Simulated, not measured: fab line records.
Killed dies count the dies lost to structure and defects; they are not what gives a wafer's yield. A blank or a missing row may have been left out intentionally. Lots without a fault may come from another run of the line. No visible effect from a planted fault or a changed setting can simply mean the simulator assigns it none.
Which tool did it?	flow nandHarc	14 lots with 42 wafers sampled at 3 steps, on a route of 1302 steps

WHAT THE GAUGES READ, wafer by wafer
NHARC_A_BONDPAD_THK_MEAS_30: measures by ellipsometry.
lot	measured	on	thkNm (nm)
L708	day 23 13:48	filmMetro-01	202.5 198.7 199.9
L707	day 23 18:10	filmMetro-02	200.2 199.7 200.4
L709	day 23 19:25	filmMetro-01	199.9 201.0 198.5
L710	day 24 09:01	filmMetro-01	201.0 199.9 200.2
L711	day 24 09:50	filmMetro-01	200.7 199.4 202.8
L713	day 26 01:29	filmMetro-02	202.2 198.7 201.5
L714	day 26 03:02	filmMetro-02	200.5 200.0 199.0
L715	day 26 12:46	filmMetro-01	200.4 198.7 200.8
L723	day 29 03:43	filmMetro-01	200.3 200.7 200.3
L722	day 30 02:05	filmMetro-01	198.5 200.0 200.2
L725	day 30 05:37	filmMetro-01	197.2 199.9 199.4
L727	day 31 01:52	filmMetro-02	202.8 201.0 200.6
L728	day 32 01:29	filmMetro-01	199.2 199.1 198.4
L730	day 33 17:17	filmMetro-02	199.3 200.7 201.3

NHARC_A_BONDPAD_CD_MEAS_09: the cd target is 500 nm.
lot	measured	on	cdNm (nm)
L708	day 23 14:14	cdSem-02	503.5 503.8 503.0
L707	day 23 18:37	cdSem-02	502.0 492.6 498.9
L709	day 23 19:59	cdSem-02	500.9 500.7 497.0
L710	day 24 09:36	cdSem-02	499.3 499.4 501.9
L711	day 24 10:24	cdSem-02	497.8 500.8 499.9
L713	day 26 02:04	cdSem-02	501.8 500.2 502.8
L714	day 26 03:29	cdSem-02	502.5 502.5 503.3
L715	day 26 13:20	cdSem-01	492.1 496.1 498.9
L723	day 29 04:10	cdSem-02	502.1 500.3 501.4
L722	day 30 02:39	cdSem-02	499.5 500.2 498.6
L725	day 30 06:11	cdSem-01	498.9 500.7 499.8
L727	day 31 02:19	cdSem-01	501.6 501.3 501.7
L728	day 32 01:56	cdSem-02	500.7 502.0 500.2
L730	day 33 17:51	cdSem-01	498.1 502.7 495.6

NHARC_HYBRID_BOND_OVL_MEAS_05.
lot	measured	on	overlayXNm (nm)	overlayYNm (nm)
L708	day 24 02:26	overlay-02	42 4 -43	11 64 21
L707	day 24 07:46	overlay-02	20 13 -14	-49 -18 37
L709	day 24 07:46	overlay-01	-8 2 -14	13 46 66
L710	day 24 23:52	overlay-02	17 32 22	-12 25 22
L711	day 24 23:52	overlay-01	-73 32 -10	1 33 41
L713	day 26 14:20	overlay-02	37 -74 -51	-46 13 -22
L714	day 26 14:20	overlay-01	-32 -18 11	31 25 19
L715	day 27 01:36	overlay-02	12 -4 -22	-41 3 -32
L723	day 29 20:36	overlay-02	41 -16 -6	36 -5 -30
L722	day 30 15:50	overlay-02	-6 -12 -3	22 -4 29
L725	day 30 15:51	overlay-01	-19 -49 0	33 7 -30
L727	day 31 14:47	overlay-01	20 1 82	-50 -24 50
L728	day 32 17:05	overlay-02	-26 12 -32	20 67 -16
L730	day 34 06:10	overlay-01	-19 -10 2	2 -3 -26

WHAT TOOL EACH LOT RAN ON (gives the tool, then ch and the chambers of the sampled wafers, and finally the start)
The record shows no process step preceding these readings.

AS READ BY THE TOOLS THEMSELVES (means over the sampled wafers that have a number; for cases with no such wafer, the mark the record gives instead)
The record holds no such reading with a usual standard deviation.

THE ANSWER, worked out from the rows above alone
Rule: the usual values come from the lots themselves. The widest of any qualifying gaps counts: lots, ordered by their means at a reading, are off when they make up no more than a third of the lots, leave a main group of 4 or more, and stand apart from it by 3 or more times the standard deviation of that group's means. A main group is skipped when, at the precision printed for the reading in the tables above, its means are all equal. A lot without any number at a reading at which 4 lots or more have one is off too. Any other lot the step has rows for is counted as sound. After the gauges, taken in route order, come the tools' own readings; for these a lot's mean is taken, as printed above. At the first step where some lot is off, the reading lying furthest off is the one used; lots without a number count as furthest.
No lot is off at any reading shown: from this, nothing can be told.

WHAT WAS PUT IN BY THE SIMULATOR
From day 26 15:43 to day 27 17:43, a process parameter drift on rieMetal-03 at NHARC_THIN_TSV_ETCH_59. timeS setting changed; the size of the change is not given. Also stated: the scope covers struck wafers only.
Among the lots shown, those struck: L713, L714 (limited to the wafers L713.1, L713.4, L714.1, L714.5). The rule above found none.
